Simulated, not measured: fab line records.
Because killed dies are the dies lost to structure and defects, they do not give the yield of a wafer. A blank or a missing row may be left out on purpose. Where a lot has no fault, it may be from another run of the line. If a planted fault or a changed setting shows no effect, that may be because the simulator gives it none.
Split-lot experiment + flow n5-finfet + route with 1938 steps; 7 lots, 21 wafers read

ON THE SPLIT
At N5_BEOL_M3_COAT_76 (time 60 s, resist thk 5 nm), the setting spin-rpm was moved away from the recipe's 1500 rpm on 9 of the 21 wafers read, by -9.8% to +8.9%. The other wafers ran this setting at the recipe's value.

FROM THE SPLIT TO THE READING: what the file shows between them, 5 steps
- N5_BEOL_M3_EXPOSE_25: exposes mask V2, defocus 5 nm (also split here: dose-mj)
- N5_BEOL_M3_PEB_26: peb time 60 s
- N5_BEOL_M3_DEVELOP_27: develop time 30 s
- N5_BEOL_M3_CD_MEAS_28: target cd 25.7 nm, target cd y 23.3 nm
- N5_BEOL_M3_DESCUM_33: chemistry O2, time 7 s

THE READING
etch.depth-nm (the simulator's own value, which no gauge read), in nm, at N5_BEOL_M3_ETCH_77 (etches underlayer in N2/H2, target depth 6.5 nm, time 5.2 s). There is no usual value for it anywhere in the file. Here, 12 wafers ran the recipe; their average is 4.993 nm with a standard deviation of 0.013 nm.

| wafer  | tool, chamber at the split | spin-rpm as run, rpm | against the recipe | etch.depth-nm, nm | against lot-mates on the recipe |
|--------|----------------------------|----------------------|--------------------|-------------------|---------------------------------|
| L074.3 | litho-track-03, 0          | 1634                 | +8.9%              | 4.785             | -0.210                          |
| L074.4 | litho-track-03, 0          | 1500                 | recipe             | 4.996             | -                               |
| L074.6 | litho-track-03, 0          | 1500                 | recipe             | 4.995             | -                               |
| L075.2 | litho-track-01, 0          | 1407                 | -6.2%              | 5.154             | +0.163                          |
| L075.3 | litho-track-01, 0          | 1407                 | -6.2%              | 5.151             | +0.160                          |
| L075.5 | litho-track-01, 0          | 1500                 | recipe             | 4.991             | -                               |
| L083.2 | litho-track-03, 0          | 1353                 | -9.8%              | 5.235             | +0.267                          |
| L083.3 | litho-track-03, 0          | 1353                 | -9.8%              | 5.24              | +0.272                          |
| L083.4 | litho-track-03, 0          | 1500                 | recipe             | 4.968             | -                               |
| L088.2 | litho-track-01, 0          | 1500                 | recipe             | 4.987             | -                               |
| L088.3 | litho-track-01, 0          | 1500                 | recipe             | 4.981             | -                               |
| L088.5 | litho-track-01, 0          | 1500                 | recipe             | 4.977             | -                               |
| L091.3 | litho-track-05, 0          | 1424                 | -5.1%              | 5.136             | +0.138                          |
| L091.4 | litho-track-05, 0          | 1424                 | -5.1%              | 5.125             | +0.127                          |
| L091.5 | litho-track-05, 0          | 1500                 | recipe             | 4.998             | -                               |
| L096.1 | litho-track-01, 0          | 1500                 | recipe             | 5.002             | -                               |
| L096.2 | litho-track-01, 0          | 1500                 | recipe             | 5.013             | -                               |
| L096.3 | litho-track-01, 0          | 1500                 | recipe             | 5.002             | -                               |
| L097.2 | litho-track-01, 0          | 1500                 | recipe             | 5.011             | -                               |
| L097.3 | litho-track-01, 0          | 1385                 | -7.7%              | 5.212             | +0.201                          |
| L097.4 | litho-track-01, 0          | 1385                 | -7.7%              | 5.216             | +0.205                          |

THE FIT
A straight line over all 21 wafers: etch.depth-nm changes by -0.0255 nm for each +1% of spin-rpm; r = -0.99; the points scatter about the line by 0.014 nm.
The same after taking each lot's own level away (the mean of its wafers on the recipe; 21 wafers): -0.0261 nm for each +1%; r = -1.00; scatter 0.0072 nm.
The reading moves by 0.26 nm for the largest change in spin-rpm, on that fit.
Across the lots, their own levels run from 4.9680 to 5.0110 nm, a range of 3.3 times the standard deviation given above.
The two slopes are in agreement: the lot-to-lot level therefore moves the slope only a little.
Check: +0.256 nm against its lot-mates is what the line predicts for one of the wafers moved furthest among these (-9.8%) when that wafer is left out of the fit. Against them it came out at +0.267 nm.

OTHER SPLITS ON THESE WAFERS
Other splits were also applied to these wafers ahead of the reading. Each is held against what the fit with the lots' levels taken away leaves over:
| other split on the same wafers | wafers away from the commonest value | r with etch.depth-nm (lot level and that fit taken away) |
|--------------------------------|--------------------------------------|----------------------------------------------------------|
| N5_BEOL_M3_ETCH_64 time-s      | 10                                   | +0.03                                                    |
| N5_BEOL_M3_EXPOSE_25 dose-mj   | 8                                    | -0.25                                                    |

THE WHOLE CHAIN: every reading that the file lists as answering this split, in the file's order
| step               | what it does                                                | reading                                                        | change (the file's fit)               | r (the file's) |
|--------------------|-------------------------------------------------------------|----------------------------------------------------------------|---------------------------------------|----------------|
| N5_BEOL_M3_ETCH_77 | etches underlayer in N2/H2, target depth 6.5 nm, time 5.2 s | etch-rf-on-time-s                                              | withheld for each +1% of the setting  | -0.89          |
| N5_BEOL_M3_ETCH_77 | etches underlayer in N2/H2, target depth 6.5 nm, time 5.2 s | etch.depth-nm (the simulator's own value, which no gauge read) | -0.026 nm for each +1% of the setting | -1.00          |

FILE'S OWN FIT
etch.depth-nm changes by -0.026 nm for each +1% of spin-rpm, r = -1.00.
